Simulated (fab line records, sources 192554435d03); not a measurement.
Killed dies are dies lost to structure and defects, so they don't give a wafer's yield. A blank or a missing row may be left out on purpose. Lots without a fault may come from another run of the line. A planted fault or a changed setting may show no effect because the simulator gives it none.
Chamber matching | flow n5_finfet | N5_BEOL_M10_ETCH_65 on rie_diel-05: 4 sister chambers
The step etches SiARC in CF4, target depth 39 nm, time 65 s. 4 wafers are shown with their chamber, then 11 later ones without.

WAFERS WITH THEIR CHAMBER
wafer  | chamber | showerhead_plenum_p_Torr (Torr)
L085.1 | 1       | 2.11
L085.2 | 3       | 2.29
L085.4 | 0       | 2.02
L087.1 | 2       | 2.19

WAFERS WITHOUT THEIR CHAMBER
wafer  | showerhead_plenum_p_Torr (Torr)
L087.2 | 2.29
L087.4 | 2.01
L089.1 | 2.11
L089.2 | 2.28
L089.6 | 2.19
L093.3 | 2.18
L093.4 | 2.27
L093.6 | 2.18
L096.2 | 2.26
L096.3 | 2.28
L096.4 | 2.11

WHICH CHAMBER EACH WENT THROUGH
wafer  | from the rows above | in truth
L087.2 | 3                   | 3
L087.4 | 0                   | 0
L089.1 | 1                   | 1
L089.2 | 3                   | 3
L089.6 | 2                   | 2
L093.3 | 2                   | 2
L093.4 | 3                   | 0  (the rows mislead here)
L093.6 | 2                   | 2
L096.2 | 3                   | 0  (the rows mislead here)
L096.3 | 3                   | 3
L096.4 | 1                   | 1
Placed correctly: 9 of 11. Can't be placed from these rows: 0. Placed wrongly: 2.
How it was worked out, from the rows above alone: a wafer's distance from a chamber is the root of the sum, over the readings, of the square of ((its reading less the chamber's mean) divided by the reading's scatter). The wafer belongs to the nearest chamber; if the next one is less than 2 further off, it can't be placed. A chamber's mean is the mean of its shown wafers. The scatter: with one shown wafer a chamber, the root of the mean of the squares of how far each hidden wafer lies from its nearest shown one.
